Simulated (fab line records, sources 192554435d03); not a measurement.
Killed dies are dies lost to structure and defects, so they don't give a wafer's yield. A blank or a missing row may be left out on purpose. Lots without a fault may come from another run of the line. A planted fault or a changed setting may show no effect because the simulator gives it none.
Chamber matching | flow n5_finfet | N5_BEOL_M11_DEP_56 on pecvd-04: 3 sister chambers
The step deposits SiCN from 3MS/NH3, target thk 30 nm, time 10.5 s. 3 wafers are shown with their chamber, then 8 later ones without.

WAFERS WITH THEIR CHAMBER
wafer  | chamber | throttle_valve_pct (%)
L083.1 | 0       | 19.1
L083.5 | 2       | 17.4
L085.1 | 1       | 18.7

WAFERS WITHOUT THEIR CHAMBER
wafer  | throttle_valve_pct (%)
L085.4 | 19.2
L085.5 | 18.6
L089.1 | 17.7
L089.3 | 18.3
L089.4 | 18.4
L090.4 | 18.0
L090.5 | 18.6
L090.6 | 18.9

WHICH CHAMBER EACH WENT THROUGH
wafer  | from the rows above          | in truth
L085.4 | can't be placed: 0 or 1      | 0
L085.5 | can't be placed: 1 or 0      | 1
L089.1 | 2                            | 2
L089.3 | can't be placed: 1 or 0 or 2 | 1
L089.4 | can't be placed: 1 or 0      | 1
L090.4 | can't be placed: 2 or 1 or 0 | 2
L090.5 | can't be placed: 1 or 0      | 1
L090.6 | can't be placed: 1 or 0      | 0
Placed correctly: 1 of 8. Can't be placed from these rows: 7 (the true chamber is among the candidates in 7). Placed wrongly: 0.
How it was worked out, from the rows above alone: a wafer's distance from a chamber is the root of the sum, over the readings, of the square of ((its reading less the chamber's mean) divided by the reading's scatter). The wafer belongs to the nearest chamber; if the next one is less than 2 further off, it can't be placed. A chamber's mean is the mean of its shown wafers. The scatter: with one shown wafer a chamber, the root of the mean of the squares of how far each hidden wafer lies from its nearest shown one.
